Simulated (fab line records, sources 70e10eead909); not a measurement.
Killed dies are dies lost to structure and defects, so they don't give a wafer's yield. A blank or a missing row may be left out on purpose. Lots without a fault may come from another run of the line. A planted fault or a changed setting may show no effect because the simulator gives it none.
Which tool did it? | flow nand_harc | 24 lots, 72 wafers sampled, at 6 steps of a route of 1302

WHAT THE GAUGES READ, wafer by wafer
NHARC_A_ONON_D1_THK_MEAS_34: measures by ellipsometry. Usual: thk_nm 199.4 nm, standard deviation 2.9.
lot  | measured     | on            | thk_nm (nm)       | flag
L074 | day 8 10:12  | film_metro-01 | 197.0 195.6 202.0 |
L075 | day 8 20:16  | film_metro-02 | 196.9 199.6 201.5 |
L076 | day 8 20:17  | film_metro-01 | 196.3 200.4 203.1 |
L077 | day 9 23:01  | film_metro-02 | 198.0 198.5 200.9 |
L078 | day 9 23:13  | film_metro-02 | 199.3 197.6 200.5 |
L079 | day 10 10:02 | film_metro-02 | 198.1 202.1 201.5 |
L080 | day 10 14:37 | film_metro-01 | 200.6 203.7 201.4 |
L081 | day 11 10:09 | film_metro-02 | 196.2 200.6 199.6 |
L082 | day 11 10:09 | film_metro-01 | 196.4 197.6 199.7 |
L084 | day 12 06:16 | film_metro-01 | 194.4 201.3 199.4 |
L083 | day 12 06:18 | film_metro-02 | 200.4 198.0 204.5 |
L085 | day 12 21:52 | film_metro-02 | 200.2 200.7 203.0 |
L086 | day 13 04:37 | film_metro-01 | 199.2 203.3 200.8 |
L087 | day 14 07:58 | film_metro-01 | 196.4 199.8 200.7 |
L088 | day 14 08:11 | film_metro-02 | 201.5 199.6 203.4 |
L089 | day 14 08:19 | film_metro-01 | 201.9 201.0 199.3 |
L090 | day 14 23:18 | film_metro-01 | 198.5 197.4 200.2 |
L091 | day 15 10:19 | film_metro-01 | 199.1 203.9 205.1 |
L092 | day 15 19:40 | film_metro-01 | 194.7 199.0 200.8 |
L093 | day 16 00:50 | film_metro-01 | 195.2 198.0 195.4 |
L094 | day 16 06:25 | film_metro-02 | 197.1 197.5 202.3 |
L095 | day 17 00:21 | film_metro-01 | 201.4 204.4 200.3 |
L096 | day 17 08:18 | film_metro-01 | 197.9 205.7 202.6 |
L097 | day 17 20:50 | film_metro-02 | 195.0 202.5 203.2 |

NHARC_A_CHANNEL_HOLE_D1_OVL_MEAS_11. Usual: overlay_x_nm -0.1 nm, standard deviation 0.88; overlay_y_nm 0.1 nm, standard deviation 0.73.
lot  | measured     | on         | overlay_x_nm (nm) | overlay_y_nm (nm) | flag
L074 | day 8 14:32  | overlay-02 | -1.8 -1.7 -1.4    | 0.7 1.4 0.8       |
L075 | day 8 23:07  | overlay-02 | -1.0 -1.8 -1.6    | 1.0 0.6 1.1       |
L076 | day 8 23:16  | overlay-02 | -0.2 -0.1 -0.5    | -0.3 -0.8 -0.7    |
L077 | day 10 01:49 | overlay-02 | 0.1 -0.1 0.2      | 0.2 0.5 -0.1      |
L078 | day 10 02:34 | overlay-02 | 0.3 0.2 -0.2      | -0.4 -0.2 -0.1    |
L079 | day 10 12:55 | overlay-02 | 1.3 1.5 1.7       | 1.4 0.6 0.8       |
L080 | day 10 20:28 | overlay-01 | -1.4 -1.1 -1.0    | -0.9 -1.3 -0.4    |
L081 | day 11 16:05 | overlay-01 | 0.4 0.0 0.6       | 0.4 0.6 1.1       |
L082 | day 11 16:29 | overlay-02 | 0.7 1.0 0.8       | 0.0 0.1 -0.7      |
L084 | day 12 09:01 | overlay-01 | -0.3 -0.2 0.3     | -1.1 0.1 -1.0     |
L083 | day 12 11:00 | overlay-02 | 0.1 0.1 -0.2      | -0.8 -2.0 -1.4    |
L085 | day 13 00:38 | overlay-02 | -1.1 -0.6 -1.1    | 1.3 1.5 0.9       |
L086 | day 13 08:40 | overlay-01 | 0.8 0.0 0.3       | 0.5 1.7 1.4       |
L087 | day 14 10:52 | overlay-02 | 1.0 1.0 1.4       | -0.5 -0.7 -0.9    |
L088 | day 14 11:57 | overlay-01 | -2.0 -2.3 -1.9    | 0.3 0.0 0.3       |
L089 | day 14 13:45 | overlay-01 | -1.5 -0.9 -0.8    | -0.5 -0.4 0.1     |
L090 | day 15 02:11 | overlay-02 | 0.5 0.1 0.2       | -0.5 0.4 0.2      |
L091 | day 15 14:50 | overlay-02 | -0.1 -0.7 -0.1    | 1.0 1.1 0.6       |
L092 | day 16 02:23 | overlay-01 | 0.0 0.1 -0.4      | -0.4 0.2 -0.5     |
L093 | day 16 04:44 | overlay-01 | 0.1 -0.3 0.4      | 0.1 -0.6 -0.1     |
L094 | day 16 10:26 | overlay-02 | 0.1 1.0 0.7       | -0.8 0.1 -0.2     |
L095 | day 17 07:27 | overlay-01 | 0.8 1.1 1.8       | 0.7 0.0 0.3       |
L096 | day 17 11:12 | overlay-02 | 0.6 0.5 1.0       | 0.2 0.6 0.4       |
L097 | day 17 23:36 | overlay-01 | 0.3 0.0 0.2       | 1.0 0.3 0.8       |

NHARC_A_CHANNEL_HOLE_D2_INSPECT_40. Usual: raw_defect_count 259, standard deviation 70.
lot  | measured     | on                | raw_defect_count | flag
L074 | day 13 12:09 | defect_inspect-01 | 221 175 192      |
L075 | day 13 22:19 | defect_inspect-02 | 232 237 309      |
L076 | day 13 19:47 | defect_inspect-01 | 334 292 330      |
L077 | day 15 03:28 | defect_inspect-01 | 215 202 223      |
L078 | day 15 05:58 | defect_inspect-01 | 224 274 293      |
L079 | day 15 11:07 | defect_inspect-02 | 340 214 273      |
L080 | day 16 01:02 | defect_inspect-01 | 131 170 169      |
L081 | day 16 16:03 | defect_inspect-02 | 164 247 249      |
L082 | day 16 15:34 | defect_inspect-02 | 384 328 340      |
L084 | day 17 06:02 | defect_inspect-02 | 225 232 271      |
L083 | day 17 10:12 | defect_inspect-01 | 196 373 278      |
L085 | day 17 22:11 | defect_inspect-01 | 328 284 394      |
L086 | day 18 06:16 | defect_inspect-01 | 305 236 250      |
L087 | day 19 09:40 | defect_inspect-02 | 219 332 384      |
L088 | day 19 09:53 | defect_inspect-02 | 302 143 219      |
L089 | day 19 13:50 | defect_inspect-01 | 314 383 468      |
L090 | day 20 07:36 | defect_inspect-01 | 165 190 178      |
L091 | day 20 10:35 | defect_inspect-02 | 266 289 279      |
L092 | day 21 02:25 | defect_inspect-01 | 179 308 232      |
L093 | day 21 03:01 | defect_inspect-02 | 218 231 219      |
L094 | day 21 11:29 | defect_inspect-01 | 256 229 250      |
L095 | day 22 05:05 | defect_inspect-01 | 229 309 209      |
L096 | day 22 12:55 | defect_inspect-01 | 230 231 227      |
L097 | day 22 20:44 | defect_inspect-01 | 233 207 181      |

WHICH TOOL RAN EACH LOT (tool, then ch and the chambers of the sampled wafers, then the start)
lot  | NHARC_A_ZERO_WELL_DESCUM_12        | NHARC_A_CHANNEL_HOLE_D1_ETCH_19  | NHARC_A_CHANNEL_HOLE_D1_ETCH_44
L074 | rie_diel-06 ch 0,1, day 6 21:12    | har_etch-01 ch 0,1, day 8 15:50  | rie_diel-03 ch 0,1,3, day 8 20:32
L075 | rie_diel-06 ch 0,3, day 7 08:12    | har_etch-01 ch 0,1, day 9 00:29  | rie_diel-10 ch 1,2,3, day 9 05:13
L076 | rie_diel-06 ch 0,1,3, day 7 10:32  | har_etch-02 ch 0,1, day 9 04:33  | rie_diel-10 ch 0,3, day 9 09:13
L077 | rie_diel-06 ch 1,3, day 8 09:56    | har_etch-01 ch 0,1, day 10 03:06 | rie_diel-10 ch 1,2, day 10 07:47
L078 | rie_diel-06 ch 0,1,2, day 8 10:39  | har_etch-02 ch 0,1, day 10 03:52 | rie_diel-03 ch 1,2,3, day 10 08:34
L079 | rie_diel-13 ch 1,2, day 8 21:16    | har_etch-01 ch 0,1, day 10 16:37 | rie_diel-07 ch 2,3, day 10 21:28
L080 | rie_diel-13 ch 0,1,3, day 9 02:56  | har_etch-01 ch 0,1, day 10 21:47 | rie_diel-03 ch 1,2,3, day 11 02:27
L081 | rie_diel-13 ch 1,2,3, day 9 18:49  | har_etch-01 ch 0,1, day 11 17:23 | rie_diel-03 ch 0,1,3, day 11 22:08
L082 | rie_diel-06 ch 1,3, day 10 02:08   | har_etch-02 ch 1, day 11 18:07   | rie_diel-10 ch 2,3, day 11 22:59
L084 | rie_diel-06 ch 1,2, day 10 18:48   | har_etch-02 ch 0,1, day 12 10:46 | rie_diel-03 ch 2,3, day 12 15:26
L083 | rie_diel-06 ch 0,1,2, day 10 19:43 | har_etch-01 ch 0,1, day 12 12:17 | rie_diel-03 ch 1,2,3, day 12 17:02
L085 | rie_diel-11 ch 0,1,2, day 11 06:52 | har_etch-02 ch 1, day 13 01:55   | rie_diel-10 ch 0,2,3, day 13 06:37
L086 | rie_diel-06 ch 0,1, day 11 17:11   | har_etch-02 ch 0,1, day 13 09:59 | rie_diel-03 ch 1,2, day 13 14:41
L087 | rie_diel-06 ch 1,2, day 12 20:56   | har_etch-02 ch 0,1, day 14 12:11 | rie_diel-03 ch 0,1,2, day 14 16:53
L088 | rie_diel-13 ch 0,1,3, day 12 21:43 | har_etch-01 ch 0,1, day 14 13:14 | rie_diel-03 ch 0,1, day 14 18:00
L089 | rie_diel-06 ch 0,2, day 12 23:22   | har_etch-02 ch 0,1, day 14 16:19 | rie_diel-03 ch 1,2, day 14 21:05
L090 | rie_diel-06 ch 1,2,3, day 13 09:41 | har_etch-01 ch 0,1, day 15 03:43 | rie_diel-03 ch 0,2,3, day 15 08:26
L091 | rie_diel-11 ch 1,2,3, day 13 22:11 | har_etch-02 ch 0,1, day 15 16:08 | rie_diel-03 ch 0,2,3, day 15 20:55
L092 | rie_diel-11 ch 0,1,2, day 14 02:59 | har_etch-02 ch 0,1, day 16 05:43 | rie_diel-03 ch 1,3, day 16 10:26
L093 | rie_diel-13 ch 1,2, day 14 13:55   | har_etch-01 ch 0,1, day 16 06:09 | rie_diel-07 ch 1,2, day 16 11:01
L094 | rie_diel-13 ch 0,2,3, day 14 19:11 | har_etch-02 ch 0,1, day 16 14:03 | rie_diel-03 ch 0,2,3, day 16 18:47
L095 | rie_diel-06 ch 2,3, day 15 13:38   | har_etch-02 ch 0,1, day 17 11:13 | rie_diel-03 ch 1,2,3, day 17 15:55
L096 | rie_diel-13 ch 1,2,3, day 15 21:32 | har_etch-02 ch 0,1, day 17 15:23 | rie_diel-03 ch 0,2, day 17 20:07
L097 | rie_diel-06 ch 0,2,3, day 16 06:28 | har_etch-01 ch 0,1, day 18 00:54 | rie_diel-10 ch 0,1,2, day 18 05:55
- NHARC_A_ZERO_WELL_DESCUM_12: chemistry O2, time 3 s.
- NHARC_A_CHANNEL_HOLE_D1_ETCH_19: etches the open film in C4F8/O2/Ar, time 34.5 s.
- NHARC_A_CHANNEL_HOLE_D1_ETCH_44: etches the open film in CF4/O2, target depth 140 nm, overetch 14 nm, time 77 s.

WHAT THE TOOLS THEMSELVES READ (means of the sampled wafers that have a number; where no wafer has one, the mark that the record gives instead)
NHARC_A_ZERO_WELL_DESCUM_12. Usual: drypump_motor_current_A 5.8 A, standard deviation 0.39; oes_product_au 1.005 a.u., standard deviation 0.0088; rf_vpp_V 57.8 V, standard deviation 0.9; showerhead_plenum_p_Torr 1.90 Torr, standard deviation 0.086; throttle_valve_pct 11.311 %, standard deviation 0.009.
lot  | tool        | drypump_motor_current_A (A) | oes_product_au (a.u.) | rf_vpp_V (V) | showerhead_plenum_p_Torr (Torr) | throttle_valve_pct (%) | flag
L074 | rie_diel-06 | 5.8                         | 1.010                 | 57.5         | 1.85                            | 11.308                 |
L075 | rie_diel-06 | 5.6                         | 1.011                 | 58.0         | 1.87                            | 11.311                 |
L076 | rie_diel-06 | 5.7                         | 1.001                 | 57.6         | 1.88                            | 11.306                 |
L077 | rie_diel-06 | 5.7                         | 1.006                 | 57.2         | 1.90                            | 11.320                 |
L078 | rie_diel-06 | 5.9                         | 0.997                 | 58.5         | 1.89                            | 11.301                 |
L079 | rie_diel-13 | 5.4                         | 0.997                 | 57.7         | 1.81                            | 11.311                 |
L080 | rie_diel-13 | 5.6                         | 0.994                 | 58.1         | 1.89                            | 11.322                 |
L081 | rie_diel-13 | 5.4                         | 1.010                 | 57.8         | 1.82                            | 11.316                 |
L082 | rie_diel-06 | 5.8                         | 1.013                 | 57.5         | 1.90                            | 11.310                 |
L084 | rie_diel-06 | 6.0                         | 1.003                 | 57.5         | 1.95                            | 11.308                 |
L083 | rie_diel-06 | 5.9                         | 1.007                 | 57.5         | 1.89                            | 11.307                 |
L085 | rie_diel-11 | 5.7                         | 1.010                 | 58.1         | 1.96                            | 11.306                 |
L086 | rie_diel-06 | 5.9                         | 1.006                 | 58.7         | 1.85                            | 11.308                 |
L087 | rie_diel-06 | 6.0                         | 1.010                 | 57.5         | 1.90                            | 11.311                 |
L088 | rie_diel-13 | 5.6                         | 1.000                 | 57.7         | 1.89                            | 11.311                 |
L089 | rie_diel-06 | 5.9                         | 1.003                 | 57.5         | 1.88                            | 11.315                 |
L090 | rie_diel-06 | 5.7                         | 1.018                 | 57.6         | 1.94                            | 11.311                 |
L091 | rie_diel-11 | 6.1                         | 1.003                 | 58.4         | 1.93                            | 11.307                 |
L092 | rie_diel-11 | 5.7                         | 1.008                 | 58.4         | 1.95                            | 11.313                 |
L093 | rie_diel-13 | 5.7                         | 1.002                 | 57.5         | 1.81                            | 11.310                 |
L094 | rie_diel-13 | 5.8                         | 1.008                 | 56.7         | 1.89                            | 11.321                 |
L095 | rie_diel-06 | 5.8                         | 1.005                 | 58.4         | 1.98                            | 11.308                 |
L096 | rie_diel-13 | 5.4                         | 1.004                 | 57.6         | 1.81                            | 11.316                 |
L097 | rie_diel-06 | 5.7                         | 1.001                 | 57.7         | 1.93                            | 11.308                 |

NHARC_A_CHANNEL_HOLE_D1_ETCH_19. Usual: drypump_motor_current_A 5.76 A, standard deviation 0.13; showerhead_plenum_p_Torr 3.67 Torr, standard deviation 0.13; throttle_valve_pct 37.039 %, standard deviation 0.0091.
lot  | tool        | drypump_motor_current_A (A) | showerhead_plenum_p_Torr (Torr) | throttle_valve_pct (%) | flag
L074 | har_etch-01 | 5.87                        | 3.74                            | 37.043                 |
L075 | har_etch-01 | 5.91                        | 3.69                            | 37.039                 |
L076 | har_etch-02 | 5.64                        | 3.60                            | 37.038                 |
L077 | har_etch-01 | 5.92                        | 3.68                            | 37.044                 |
L078 | har_etch-02 | 5.66                        | 3.63                            | 37.032                 |
L079 | har_etch-01 | 5.92                        | 3.68                            | 37.033                 |
L080 | har_etch-01 | 5.88                        | 3.72                            | 37.036                 |
L081 | har_etch-01 | 5.88                        | 3.72                            | 37.036                 |
L082 | har_etch-02 | 5.63                        | 3.67                            | 37.032                 |
L084 | har_etch-02 | 5.63                        | 3.62                            | 37.037                 |
L083 | har_etch-01 | 5.89                        | 3.71                            | 37.040                 |
L085 | har_etch-02 | 5.61                        | 3.66                            | 37.042                 |
L086 | har_etch-02 | 5.64                        | 3.61                            | 37.035                 |
L087 | har_etch-02 | 5.64                        | 3.60                            | 37.037                 |
L088 | har_etch-01 | 5.88                        | 3.70                            | 37.031                 |
L089 | har_etch-02 | 5.66                        | 3.56                            | 37.033                 |
L090 | har_etch-01 | 5.92                        | 3.64                            | 37.036                 |
L091 | har_etch-02 | 5.67                        | 3.55                            | 37.038                 |
L092 | har_etch-02 | 5.66                        | 3.55                            | 37.040                 |
L093 | har_etch-01 | 5.85                        | 3.68                            | 37.045                 |
L094 | har_etch-02 | 5.64                        | 3.58                            | 37.036                 |
L095 | har_etch-02 | 5.64                        | 3.99                            | 37.036                 |
L096 | har_etch-02 | 5.64                        | 3.98                            | 37.037                 |
L097 | har_etch-01 | 5.92                        | 3.62                            | 37.045                 |

NHARC_A_CHANNEL_HOLE_D1_ETCH_44. Usual: drypump_motor_current_A 5.8 A, standard deviation 0.4; oes_product_au 0.999 a.u., standard deviation 0.011; rf_vpp_V 197.6 V, standard deviation 1.5; showerhead_plenum_p_Torr 1.32 Torr, standard deviation 0.062; throttle_valve_pct 13.397 %, standard deviation 0.0094.
lot  | tool        | drypump_motor_current_A (A) | oes_product_au (a.u.) | rf_vpp_V (V) | showerhead_plenum_p_Torr (Torr) | throttle_valve_pct (%) | flag
L074 | rie_diel-03 | 5.7                         | 1.000                 | 197.9        | 1.34                            | 13.392                 |
L075 | rie_diel-10 | 5.9                         | 1.016                 | 198.1        | 1.31                            | 13.400                 |
L076 | rie_diel-10 | 6.2                         | 1.016                 | 198.3        | 1.36                            | 13.391                 |
L077 | rie_diel-10 | 5.9                         | 1.008                 | 197.2        | 1.29                            | 13.397                 |
L078 | rie_diel-03 | 5.8                         | 0.988                 | 198.4        | 1.36                            | 13.396                 |
L079 | rie_diel-07 | 5.9                         | 1.010                 | 197.5        | 1.30                            | 13.400                 |
L080 | rie_diel-03 | 5.8                         | 0.989                 | 198.3        | 1.36                            | 13.394                 |
L081 | rie_diel-03 | 5.7                         | 0.987                 | 197.6        | 1.34                            | 13.401                 |
L082 | rie_diel-10 | 5.9                         | 1.003                 | 197.7        | 1.32                            | 13.406                 |
L084 | rie_diel-03 | 6.1                         | 0.988                 | 198.6        | 1.35                            | 13.402                 |
L083 | rie_diel-03 | 5.8                         | 0.989                 | 198.5        | 1.36                            | 13.390                 |
L085 | rie_diel-10 | 6.0                         | 1.009                 | 197.8        | 1.31                            | 13.404                 |
L086 | rie_diel-03 | 5.5                         | 0.996                 | 199.0        | 1.38                            | 13.394                 |
L087 | rie_diel-03 | 5.5                         | 1.005                 | 196.6        | 1.32                            | 13.401                 |
L088 | rie_diel-03 | 5.4                         | 0.998                 | 196.5        | 1.30                            | 13.399                 |
L089 | rie_diel-03 | 5.5                         | 0.996                 | 198.2        | 1.33                            | 13.396                 |
L090 | rie_diel-03 | 5.8                         | 0.995                 | 197.6        | 1.30                            | 13.393                 |
L091 | rie_diel-03 | 5.8                         | 0.996                 | 198.1        | 1.30                            | 13.391                 |
L092 | rie_diel-03 | 5.7                         | 0.984                 | 199.0        | 1.40                            | 13.400                 |
L093 | rie_diel-07 | 5.9                         | 0.991                 | 196.1        | 1.28                            | 13.400                 |
L094 | rie_diel-03 | 5.8                         | 0.988                 | 197.8        | 1.30                            | 13.401                 |
L095 | rie_diel-03 | 5.8                         | 1.000                 | 197.6        | 1.36                            | 13.398                 |
L096 | rie_diel-03 | 5.5                         | 1.005                 | 196.5        | 1.27                            | 13.391                 |
L097 | rie_diel-10 | 6.0                         | 0.998                 | 196.9        | 1.29                            | 13.398                 |

THE ANSWER, worked out from the rows above alone
Rule: a lot is off if the mean of its wafers that have a number lies more than 3 standard deviations from the usual mean. A lot without any number at a reading at which 4 lots or more have one is off too. The other lots that the step has rows for count as sound. The gauges are gone through in route order, then the tools' own readings, and for those a lot's mean is taken as printed above. The first step at which some lot is off is used, and at that step the reading that is off furthest; a lot without a number counts as furthest.
No lot is off at any reading shown: from this, nothing can be told.

WHAT THE SIMULATOR HAD PUT IN
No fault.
